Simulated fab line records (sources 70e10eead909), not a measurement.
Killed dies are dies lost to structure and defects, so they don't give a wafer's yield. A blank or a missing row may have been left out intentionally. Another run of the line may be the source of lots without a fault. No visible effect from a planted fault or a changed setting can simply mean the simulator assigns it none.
Which tool was responsible? -- flow nand harc -- 6 lots, 18 wafers sampled, at 2 steps of a route of 1159

== WHAT EACH GAUGE READ, for each wafer ==
NHARC_A_CONTACT_INSPECT_10.
lot,measured,on,raw defect count
L700,day 17 08:47,defect inspect-01,16 21 25
L707,day 19 04:19,defect inspect-01,29 25 21
L715,day 20 19:10,defect inspect-01,39 28 40
L714,day 20 23:01,defect inspect-02,17 13 11
L719,day 22 06:47,defect inspect-01,34 37 42
L721,day 22 17:01,defect inspect-01,35 46 36

== WHAT TOOL EACH LOT RAN ON (gives the tool, then ch and the chambers of the sampled wafers, and finally the start) ==
lot,NHARC_A_CONTACT_ETCH_133
L700,"har cap etch-03 ch 0,1, day 17 02:41"
L707,"har cap etch-03 ch 0,1, day 19 00:37"
L715,"har cap etch-03 ch 0,1, day 20 13:26"
L714,"har cap etch-02 ch 0,1, day 20 19:05"
L719,"har cap etch-01 ch 0,1, day 22 02:00"
L721,"har cap etch-01 ch 0,1, day 22 12:17"
- NHARC_A_CONTACT_ETCH_133: etches the open film in C4F8/O2/Ar, time 195 s, target depth 840 nm.

== THE ANSWER, worked out from the rows above alone ==
Rule: usual is defined by the lots themselves. The widest of any qualifying gaps counts: lots, ordered by their means at a reading, are off when they make up no more than a third of the lots, leave a main group of 4 or more, and stand apart from it by 3 or more times the standard deviation of that group's means. A main group is skipped when, at the precision printed for the reading in the tables above, its means are all equal. Also off: a lot with no number at a reading for which 4 or more lots have one. The other lots that the step has rows for count as sound.
No lot is off on any of the readings shown, so nothing can be concluded from this.

== WHAT HAD BEEN PUT IN BY THE SIMULATOR ==
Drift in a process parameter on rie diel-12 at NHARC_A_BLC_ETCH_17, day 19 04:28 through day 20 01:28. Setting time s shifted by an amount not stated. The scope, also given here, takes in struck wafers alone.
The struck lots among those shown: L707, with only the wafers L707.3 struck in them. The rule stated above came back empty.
